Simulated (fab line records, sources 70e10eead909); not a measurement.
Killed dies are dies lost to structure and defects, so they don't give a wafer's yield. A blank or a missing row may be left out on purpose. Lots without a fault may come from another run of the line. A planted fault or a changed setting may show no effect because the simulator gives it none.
fab line records | flow nand_harc | part 1 of 2: steps 1 to 23 of 33
record lots=5 wafers=15 last_day=34
route steps=1302 shown P_GATE@165
lots that met no fault: from a run of the same line without faults
start_h: hours from the record's first day to the start of the lot's first wafer shown | wait_h: hours since the lot's step before | " the same as in the row above | L1.1+2: a row that stands for several wafers | - no value, or no start given | * or withheld: withheld | < > ~ a bound
route shown NAME@n: a module of which the file shows steps, and the number in the route of the first | usual: mean/standard deviation of fault-free wafers | same: alike in all rows | chamber/n: place in a boat | sites: the reading at each site | _std_site: their standard deviation | _edge_site: outer sites' mean less inner sites' | radius_mm: how far each site lies from the wafer's centre | mask NAME#n: copy n | behind: the tool/chamber that last shaped the wafer | hold: why the lot was held/for how many hours/how that ended | device: the transistor (n, p or np) that didn't switch | end of line: the same wafers' tests at the end of the route | a step without rows: its recipe alone | killed: dies lost to structure and defects at the first sort, not the wafer's yield | map: a wafer's dies, x killed, . not, _ none there
set.NAME: the setting as run; set.NAME@STEP: as run at that earlier step | model.NAME: the simulator's own value behind a step, which no gauge read
lots at some steps of the route; a table a step, a row a wafer
services: from which hour (start_h, from the record's first day; less than 0 if before it) a tool's chamber was out of use, for how many hours, and why
## steps
# step NHARC_P_GATE_SOFTBAKE_41
# recipe temp_c=122 time_s=95
# usual heater_power_total_W=160.1/0.48 resist_line_temp_C=23.00/0.11
# columns lot.wafer tool chamber start_h wait_h heater_power_total_W resist_line_temp_C
L074.1 litho_track-07 0 - - 160.1 23.03
L074.3 " 0 " " 160.8 22.93
L074.4 " 0 " " 160.7 22.98
L080.1 litho_track-07 0 - - 160.6 23.03
L080.2 " 0 " " 160.4 23.20
L080.4 " 0 " " 159.9 23.09
L085.1 litho_track-02 0 - - 160.1 23.01
L085.3 " 0 " " 160.0 23.15
L085.5 " 0 " " 160.2 23.14
L093.1 litho_track-05 0 - - 160.8 22.95
L093.4 " 0 " " 159.3 22.84
L093.5 " 0 " " 159.9 22.90
L096.1 litho_track-02 0 - - 159.4 22.86
L096.2 " 0 " " 160.8 22.95
L096.6 " 0 " " 160.2 22.96
# step NHARC_P_GATE_EBR_42
# usual resist_line_temp_C=22.99/0.11
# columns lot.wafer tool chamber start_h wait_h resist_line_temp_C
L074.1 litho_track-07 0 - - 23.04
L074.3 " 0 " " 22.89
L074.4 " 0 " " 23.12
L080.1 litho_track-07 0 - - 22.82
L080.2 " 0 " " 22.95
L080.4 " 0 " " 22.83
L085.1 litho_track-02 0 - - 22.96
L085.3 " 0 " " 22.98
L085.5 " 0 " " 22.77
L093.1 litho_track-05 0 - - 23.09
L093.4 " 0 " " 22.92
L093.5 " 0 " " 22.88
L096.1 litho_track-02 0 - - 22.86
L096.2 " 0 " " 22.88
L096.6 " 0 " " 23.01
# step NHARC_P_GATE_EXPOSE_43
# recipe na=0.6 target_cd_nm=720 dose_mj=14.81 mask_id=P_NSD
# usual exposure_dose_mJ_cm2=14.807/0.015
# columns lot.wafer tool chamber start_h wait_h mask exposure_dose_mJ_cm2
L074.1 krf_scanner-02 0 116.09 - P_NSD#0 14.811
L074.3 " 0 " " P_NSD#0 14.812
L074.4 " 0 " " P_NSD#0 14.787
L080.1 krf_scanner-02 0 166.29 - P_NSD#0 14.821
L080.2 " 0 " " P_NSD#0 14.817
L080.4 " 0 " " P_NSD#0 14.812
L085.1 krf_scanner-04 0 222.07 - P_NSD#0 14.802
L085.3 " 0 " " P_NSD#0 14.813
L085.5 " 0 " " P_NSD#0 14.784
L093.1 krf_scanner-04 0 296.55 - P_NSD#0 14.812
L093.4 " 0 " " P_NSD#0 14.831
L093.5 " 0 " " P_NSD#0 14.810
L096.1 krf_scanner-01 0 331.70 - P_NSD#0 14.806
L096.2 " 0 " " P_NSD#0 14.801
L096.6 " 0 " " P_NSD#0 14.806
# step NHARC_P_GATE_PEB_44
# recipe peb_temp_c=118 peb_time_s=85
# usual heater_power_total_W=163.97/0.28 resist_line_temp_C=23.02/0.1
# columns lot.wafer tool chamber start_h wait_h heater_power_total_W resist_line_temp_C
L074.1 litho_track-02 0 116.15 0.1 163.58 23.01
L074.3 " 0 " " 164.13 22.95
L074.4 " 0 " " 164.03 23.18
L080.1 litho_track-02 0 166.36 0.1 163.78 23.05
L080.2 " 0 " " 164.26 23.18
L080.4 " 0 " " 164.30 23.18
L085.1 litho_track-05 0 222.13 0.1 164.30 22.96
L085.3 " 0 " " 164.37 23.05
L085.5 " 0 " " 163.86 23.01
L093.1 litho_track-02 0 296.62 0.1 164.13 22.94
L093.4 " 0 " " 163.75 22.88
L093.5 " 0 " " 163.97 22.92
L096.1 litho_track-05 0 331.77 0.1 163.74 22.97
L096.2 " 0 " " 163.68 22.86
L096.6 " 0 " " 164.47 22.99
# step NHARC_P_GATE_DEVELOP_45
# recipe time_s=70
# usual resist_line_temp_C=23.00/0.094
# columns lot.wafer tool chamber start_h wait_h resist_line_temp_C
L074.1 litho_track-02 0 - - 23.04
L074.3 " 0 " " 22.86
L074.4 " 0 " " 23.09
L080.1 litho_track-02 0 - - 22.97
L080.2 " 0 " " 22.97
L080.4 " 0 " " 22.97
L085.1 litho_track-05 0 - - 22.99
L085.3 " 0 " " 23.09
L085.5 " 0 " " 23.14
L093.1 litho_track-02 0 - - 23.08
L093.4 " 0 " " 23.08
L093.5 " 0 " " 23.10
L096.1 litho_track-05 0 - - 23.00
L096.2 " 0 " " 22.93
L096.6 " 0 " " 22.95
# step NHARC_P_GATE_CD_MEAS_46
# recipe target_cd_nm=720 landing_energy_ev=500
# usual cd_nm=721.1/1.9
# columns lot.wafer tool chamber start_h wait_h cd_nm
L074.1 cd_sem-01 0 116.25 - 722.6
L074.3 " 0 " " 721.6
L074.4 " 0 " " 723.6
L080.1 cd_sem-01 0 166.45 - 722.6
L080.2 " 0 " " 722.2
L080.4 " 0 " " 722.8
L085.1 cd_sem-02 0 222.22 - 723.9
L085.3 " 0 " " 722.0
L085.5 " 0 " " 722.6
L093.1 cd_sem-03 0 296.71 - 716.8
L093.4 " 0 " " 721.0
L093.5 " 0 " " 720.9
L096.1 cd_sem-01 0 331.86 - 718.6
L096.2 " 0 " " 723.3
L096.6 " 0 " " 718.4
# step NHARC_P_GATE_HARDBAKE_47
# recipe temp_c=125 time_s=80
# usual heater_power_total_W=184.0/0.72 resist_line_temp_C=23.01/0.095
# columns lot.wafer tool chamber start_h wait_h heater_power_total_W resist_line_temp_C
L074.1 litho_track-07 0 116.33 - 182.9 23.01
L074.3 " 0 " " 184.0 22.93
L074.4 " 0 " " 184.7 22.97
L080.1 litho_track-07 0 166.53 - 183.7 23.02
L080.2 " 0 " " 183.3 22.99
L080.4 " 0 " " 183.3 22.89
L085.1 litho_track-02 0 222.30 - 184.6 22.96
L085.3 " 0 " " 183.2 22.94
L085.5 " 0 " " 184.3 23.09
L093.1 litho_track-05 0 296.79 - 184.1 22.95
L093.4 " 0 " " 184.1 22.93
L093.5 " 0 " " 183.5 23.12
L096.1 litho_track-02 0 331.94 - 184.7 22.90
L096.2 " 0 " " 183.8 23.11
L096.6 " 0 " " 184.7 22.98
# step NHARC_P_GATE_DESCUM_48
# recipe time_s=3 o2_flow_sccm=200 ar_flow_sccm=0 bias_power_w=0 chemistry=O2
# usual chamber_pressure_mTorr=60.00/0.054 drypump_motor_current_A=5.6/0.49 o2_flow_sccm=200.1/0.67 oes_product_au=1.000/0.012 rf_vpp_V=57.8/0.88 showerhead_plenum_p_Torr=1.94/0.077 throttle_valve_pct=11.311/0.0076
# columns lot.wafer tool chamber start_h wait_h chamber_pressure_mTorr drypump_motor_current_A o2_flow_sccm oes_product_au rf_hours_counter_h rf_vpp_V showerhead_plenum_p_Torr throttle_valve_pct
L074.4 rie_diel-01 0 116.41 - 59.98 6.3 199.4 0.994 5.0 57.1 1.99 11.306
L074.1 " 1 " " 60.08 6.1 200.3 1.006 5.2 59.1 1.99 11.307
L074.3 " 2 " " 60.02 5.4 200.7 1.005 2.6 57.7 1.80 11.325
L080.1 rie_diel-02 0 166.62 - 60.00 4.9 199.7 0.995 8.0 59.4 1.98 11.319
L080.2 " 1 " " 59.95 5.3 200.2 0.999 8.1 58.3 1.86 11.305
L080.4 " 1 " " 60.03 5.3 200.6 0.989 - 57.9 1.86 11.314
L085.3 rie_diel-01 3 222.40 - 60.03 6.1 199.8 0.994 1.0 57.0 2.04 11.316
L085.1 " 1 " " 60.00 6.0 200.4 0.998 0.6 58.8 1.99 11.327
L085.5 " 3 " " 60.01 6.0 200.1 0.995 - 57.5 2.04 11.315
L093.4 rie_diel-02 3 296.87 - 59.98 4.9 200.5 1.021 1.7 58.9 1.99 11.303
L093.1 " 0 " " 59.97 4.9 200.3 0.999 2.3 56.6 1.98 11.308
L093.5 " 0 " " 60.00 4.9 199.4 1.015 - 57.7 1.98 11.304
L096.1 rie_diel-05 2 332.03 - 60.02 5.0 199.6 0.986 5.5 58.9 2.03 11.306
L096.2 " 3 " " 59.91 6.1 200.2 1.021 5.6 58.2 1.90 11.304
L096.6 " 2 " " 60.03 5.0 199.7 0.986 - 56.7 2.03 11.314
# step NHARC_P_GATE_IMPLANT_49
# recipe energy_kev=30 dose_cm2=3e+15 tilt_deg=7
# columns lot.wafer tool chamber start_h wait_h
L074.1+3+4 implanter-01 0 116.56 0.1
L080.1+2+4 implanter-02 0 166.78 0.1
L085.1+3+5 implanter-02 0 222.53 0.1
L093.1+4+5 implanter-01 0 297.02 0.1
L096.1+2+6 implanter-02 0 332.16 0.1
# step NHARC_P_GATE_STRIP_111
# recipe power_w=1500 temp_c=110 time_s=250 chemistry=N2/H2
# usual drypump_motor_current_A=5.6/0.59 heater_power_w=97/5.9
# columns lot.wafer tool chamber start_h wait_h drypump_motor_current_A heater_power_w rf_hours_counter_h
L074.1 plasma_asher-02 1 116.84 0.2 4.8 98 5
L074.4 " 0 " " 5.2 107 -
L074.3 " 1 " " 4.8 99 -
L080.1 plasma_asher-02 1 167.00 0.2 4.8 99 16
L080.2 " 0 " " 5.2 107 16
L080.4 " 0 " " 5.2 104 -
L085.1 plasma_asher-02 0 222.80 0.2 5.2 105 27
L085.3 " 1 " " 4.8 99 -
L085.5 " 0 " " 5.2 108 -
L093.1 plasma_asher-01 0 297.24 0.2 6.3 89 27
L093.4 " 0 " " 6.3 86 -
L093.5 " 1 " " 5.9 99 -
L096.2 plasma_asher-01 1 332.38 0.2 5.9 98 34
L096.1 " 0 " " 6.3 90 34
L096.6 " 0 " " 6.3 88 -
# step NHARC_P_GATE_STRIP_75
# recipe power_w=1500 temp_c=250 chemistry=O2
# usual drypump_motor_current_A=5.6/0.59 heater_power_w=363/22
# columns lot.wafer tool chamber start_h wait_h drypump_motor_current_A heater_power_w rf_hours_counter_h
L074.1 plasma_asher-02 1 117.10 0.2 4.8 374 5
L074.4 " 0 " " 5.2 411 -
L074.3 " 1 " " 4.8 375 -
L080.1 plasma_asher-02 1 167.30 0.3 4.8 374 17
L080.2 " 0 " " 5.2 403 17
L080.4 " 0 " " 5.2 394 -
L085.1 plasma_asher-02 0 223.07 0.2 5.2 401 27
L085.3 " 1 " " 4.8 385 -
L085.5 " 0 " " 5.2 399 -
L093.1 plasma_asher-01 0 297.55 0.3 6.3 336 28
L093.4 " 0 " " 6.3 329 -
L093.5 " 1 " " 6.0 360 -
L096.2 plasma_asher-01 1 332.69 0.3 6.0 358 35
L096.1 " 0 " " 6.3 323 35
L096.6 " 0 " " 6.3 333 -
# step NHARC_P_GATE_STRIP_50
# recipe time_s=900 temp_c=130 chemistry=SPM
# columns lot.wafer tool chamber start_h wait_h
L074.1+3+4 wet_bench-01 1,3,5 117.24 0.1
L080.1+2+4 wet_bench-01 7,1,3 167.45 0.1
L085.5+3+1 wet_bench-06 7,3,4 223.20 0.1
L093.1+4+5 wet_bench-01 7,2,3 297.70 0.1
L096.1+2+6 wet_bench-06 6,0,1 332.85 0.1
# step NHARC_P_GATE_DEHYDRATE_51
# recipe temp_c=150 time_s=120
# usual heater_power_total_W=182.5/1.2 resist_line_temp_C=23.02/0.094
# columns lot.wafer tool chamber start_h wait_h heater_power_total_W resist_line_temp_C
L074.1 litho_track-02 0 117.58 - 182.2 23.02
L074.3 " 0 " " 183.6 23.01
L074.4 " 0 " " 181.2 23.15
L080.1 litho_track-07 0 167.81 - 182.9 23.02
L080.2 " 0 " " 181.1 22.94
L080.4 " 0 " " 180.9 22.98
L085.1 litho_track-05 0 223.55 - 181.5 22.86
L085.3 " 0 " " 182.1 23.13
L085.5 " 0 " " 181.3 23.01
L093.1 litho_track-05 0 298.04 - 180.9 22.99
L093.4 " 0 " " 182.5 22.84
L093.5 " 0 " " 180.9 23.04
L096.1 litho_track-05 0 333.18 - 183.5 22.88
L096.2 " 0 " " 182.6 22.95
L096.6 " 0 " " 184.0 22.81
# step NHARC_P_GATE_HMDS_52
# recipe time_s=30
# usual resist_line_temp_C=22.96/0.1
# columns lot.wafer tool chamber start_h wait_h resist_line_temp_C
L074.1 litho_track-02 0 - - 23.06
L074.3 " 0 " " 23.04
L074.4 " 0 " " 23.03
L080.1 litho_track-07 0 - - 22.85
L080.2 " 0 " " 22.97
L080.4 " 0 " " 22.78
L085.1 litho_track-05 0 - - 23.08
L085.3 " 0 " " 23.01
L085.5 " 0 " " 22.93
L093.1 litho_track-05 0 - - 22.99
L093.4 " 0 " " 22.85
L093.5 " 0 " " 23.06
L096.1 litho_track-05 0 - - 22.99
L096.2 " 0 " " 22.92
L096.6 " 0 " " 22.93
# step NHARC_P_GATE_COAT_53
# recipe spin_rpm=3000
# usual resist_line_temp_C=23.00/0.11
# columns lot.wafer tool chamber start_h wait_h resist_line_temp_C
L074.1 litho_track-02 0 - - 23.06
L074.3 " 0 " " 23.05
L074.4 " 0 " " 23.10
L080.1 litho_track-07 0 - - 22.79
L080.2 " 0 " " 22.86
L080.4 " 0 " " 22.78
L085.1 litho_track-05 0 - - 23.22
L085.3 " 0 " " 23.21
L085.5 " 0 " " 23.06
L093.1 litho_track-05 0 - - 23.03
L093.4 " 0 " " 22.95
L093.5 " 0 " " 22.94
L096.1 litho_track-05 0 - - 22.97
L096.2 " 0 " " 23.11
L096.6 " 0 " " 22.92
# step NHARC_P_GATE_SOFTBAKE_54
# recipe temp_c=122 time_s=95
# usual heater_power_total_W=160.1/0.48 resist_line_temp_C=22.99/0.11
# columns lot.wafer tool chamber start_h wait_h heater_power_total_W resist_line_temp_C
L074.1 litho_track-02 0 - - 159.5 22.87
L074.3 " 0 " " 160.5 23.02
L074.4 " 0 " " 160.2 23.02
L080.1 litho_track-07 0 - - 159.3 23.09
L080.2 " 0 " " 160.6 23.13
L080.4 " 0 " " 160.6 23.02
L085.1 litho_track-05 0 - - 160.6 22.89
L085.3 " 0 " " 159.1 22.70
L085.5 " 0 " " 160.0 22.88
L093.1 litho_track-05 0 - - 160.2 22.92
L093.4 " 0 " " 159.4 23.03
L093.5 " 0 " " 160.3 22.86
L096.1 litho_track-05 0 - - 160.6 23.09
L096.2 " 0 " " 160.0 23.08
L096.6 " 0 " " 160.2 23.18
# step NHARC_P_GATE_EBR_55
# usual resist_line_temp_C=22.99/0.096
# columns lot.wafer tool chamber start_h wait_h resist_line_temp_C
L074.1 litho_track-02 0 - - 22.99
L074.3 " 0 " " 23.05
L074.4 " 0 " " 23.11
L080.1 litho_track-07 0 - - 23.14
L080.2 " 0 " " 23.12
L080.4 " 0 " " 23.01
L085.1 litho_track-05 0 - - 22.88
L085.3 " 0 " " 22.83
L085.5 " 0 " " 22.98
L093.1 litho_track-05 0 - - 23.00
L093.4 " 0 " " 22.96
L093.5 " 0 " " 23.03
L096.1 litho_track-05 0 - - 23.08
L096.2 " 0 " " 23.13
L096.6 " 0 " " 23.08
# step NHARC_P_GATE_EXPOSE_56
# recipe na=0.6 target_cd_nm=720 dose_mj=14.81 mask_id=P_PSD
# usual exposure_dose_mJ_cm2=14.807/0.014
# columns lot.wafer tool chamber start_h wait_h mask exposure_dose_mJ_cm2
L074.1 krf_scanner-01 0 117.85 - P_PSD#0 14.810
L074.3 " 0 " " P_PSD#0 14.811
L074.4 " 0 " " P_PSD#0 14.821
L080.1 krf_scanner-02 0 168.07 - P_PSD#0 14.790
L080.2 " 0 " " P_PSD#0 14.807
L080.4 " 0 " " P_PSD#0 14.798
L085.1 krf_scanner-02 0 223.82 - P_PSD#0 14.803
L085.3 " 0 " " P_PSD#0 14.793
L085.5 " 0 " " P_PSD#0 14.814
L093.1 krf_scanner-01 0 298.19 - P_PSD#0 14.786
L093.4 " 0 " " P_PSD#0 14.793
L093.5 " 0 " " P_PSD#0 14.797
L096.1 krf_scanner-01 0 333.45 - P_PSD#0 14.794
L096.2 " 0 " " P_PSD#0 14.809
L096.6 " 0 " " P_PSD#0 14.804
# step NHARC_P_GATE_PEB_57
# recipe peb_temp_c=118 peb_time_s=85
# usual heater_power_total_W=163.98/0.27 resist_line_temp_C=23.00/0.11
# columns lot.wafer tool chamber start_h wait_h heater_power_total_W resist_line_temp_C
L074.1 litho_track-07 0 117.92 0.1 163.64 22.96
L074.3 " 0 " " 163.63 23.17
L074.4 " 0 " " 164.44 23.08
L080.1 litho_track-05 0 168.14 0.1 164.26 22.94
L080.2 " 0 " " 164.34 23.13
L080.4 " 0 " " 163.97 23.07
L085.1 litho_track-05 0 223.89 0.1 163.77 22.93
L085.3 " 0 " " 163.75 23.01
L085.5 " 0 " " 164.18 23.02
L093.1 litho_track-07 0 298.25 0.1 164.48 22.91
L093.4 " 0 " " 163.73 23.00
L093.5 " 0 " " 163.83 22.95
L096.1 litho_track-02 0 333.52 0.1 164.03 22.99
L096.2 " 0 " " 164.34 22.89
L096.6 " 0 " " 163.84 23.01
# step NHARC_P_GATE_DEVELOP_58
# recipe time_s=70
# usual resist_line_temp_C=23.00/0.12
# columns lot.wafer tool chamber start_h wait_h resist_line_temp_C
L074.1 litho_track-07 0 - - 22.96
L074.3 " 0 " " 23.16
L074.4 " 0 " " 22.92
L080.1 litho_track-05 0 - - 23.05
L080.2 " 0 " " 23.01
L080.4 " 0 " " 23.05
L085.1 litho_track-05 0 - - 23.01
L085.3 " 0 " " 22.94
L085.5 " 0 " " 22.96
L093.1 litho_track-07 0 - - 23.13
L093.4 " 0 " " 23.14
L093.5 " 0 " " 22.93
L096.1 litho_track-02 0 - - 23.10
L096.2 " 0 " " 22.97
L096.6 " 0 " " 22.97
# step NHARC_P_GATE_CD_MEAS_59
# recipe target_cd_nm=720 landing_energy_ev=500
# usual cd_nm=719.2/1.7
# columns lot.wafer tool chamber start_h wait_h cd_nm
L074.1 cd_sem-01 0 118.01 - 721.3
L074.3 " 0 " " 719.2
L074.4 " 0 " " 716.2
L080.1 cd_sem-01 0 168.23 - 721.7
L080.2 " 0 " " 722.9
L080.4 " 0 " " 722.5
L085.1 cd_sem-02 0 223.98 - 721.3
L085.3 " 0 " " 721.4
L085.5 " 0 " " 720.1
L093.1 cd_sem-01 0 298.34 - 718.0
L093.4 " 0 " " 717.9
L093.5 " 0 " " 718.0
L096.1 cd_sem-03 0 333.61 - 720.1
L096.2 " 0 " " 720.2
L096.6 " 0 " " 720.5
# step NHARC_P_GATE_HARDBAKE_60
# recipe temp_c=125 time_s=80
# usual heater_power_total_W=183.9/0.71 resist_line_temp_C=23.01/0.1
# columns lot.wafer tool chamber start_h wait_h heater_power_total_W resist_line_temp_C
L074.1 litho_track-07 0 118.09 - 184.4 23.06
L074.3 " 0 " " 184.2 23.13
L074.4 " 0 " " 184.7 22.98
L080.1 litho_track-02 0 168.31 - 184.2 22.92
L080.2 " 0 " " 182.9 22.99
L080.4 " 0 " " 182.8 23.00
L085.1 litho_track-05 0 224.06 - 184.9 22.85
L085.3 " 0 " " 183.9 22.96
L085.5 " 0 " " 184.2 22.96
L093.1 litho_track-02 0 298.42 - 183.6 23.07
L093.4 " 0 " " 183.3 23.08
L093.5 " 0 " " 183.2 23.08
L096.1 litho_track-07 0 333.69 - 184.4 23.06
L096.2 " 0 " " 184.0 23.10
L096.6 " 0 " " 182.8 22.91
# step NHARC_P_GATE_DESCUM_61
# recipe time_s=3 o2_flow_sccm=200 ar_flow_sccm=0 bias_power_w=0 chemistry=O2
# usual chamber_pressure_mTorr=60.00/0.056 drypump_motor_current_A=5.6/0.49 o2_flow_sccm=199.9/0.58 oes_product_au=1.002/0.011 rf_vpp_V=57.9/0.81 showerhead_plenum_p_Torr=1.94/0.079 throttle_valve_pct=11.312/0.0089
# columns lot.wafer tool chamber start_h wait_h chamber_pressure_mTorr drypump_motor_current_A o2_flow_sccm oes_product_au rf_hours_counter_h rf_vpp_V showerhead_plenum_p_Torr throttle_valve_pct
L074.3 rie_diel-02 2 118.17 - 60.04 5.9 200.2 1.005 4.3 56.8 1.92 11.310
L074.1 " 0 " " 59.83 4.9 199.0 1.002 4.2 58.8 1.98 11.302
L074.4 " 2 " " 60.10 5.9 199.6 1.002 - 57.1 1.92 11.312
L080.1 rie_diel-01 3 168.39 - 59.92 6.1 198.9 0.972 6.8 59.2 2.04 11.321
L080.4 " 0 " " 59.99 6.3 199.5 1.002 7.5 58.3 1.99 11.310
L080.2 " 2 " " 59.95 5.4 199.3 1.003 4.2 57.0 1.80 11.320
L085.1 rie_diel-01 2 224.15 - 59.97 5.3 200.3 0.993 0.6 57.3 1.80 11.303
L085.3 " 3 " " 60.04 6.1 199.6 0.988 1.0 58.4 2.04 11.315
L085.5 " 1 " " 59.98 6.1 198.8 1.005 - 57.7 1.99 11.308
L093.1 rie_diel-01 3 298.53 - 60.12 6.1 200.3 0.998 6.6 56.5 2.04 11.303
L093.4 " 0 " " 59.97 6.3 199.8 1.014 6.8 58.8 1.99 11.305
L093.5 " 1 " " 60.05 6.0 200.3 1.012 - 57.4 1.99 11.319
L096.1 rie_diel-02 0 333.77 - 59.94 4.9 199.4 1.012 4.4 57.6 1.98 11.301
L096.2 " 1 " " 60.00 5.3 200.0 1.008 5.2 57.9 1.86 11.323
L096.6 " 1 " " 60.02 5.3 199.5 1.014 - 57.3 1.86 11.325
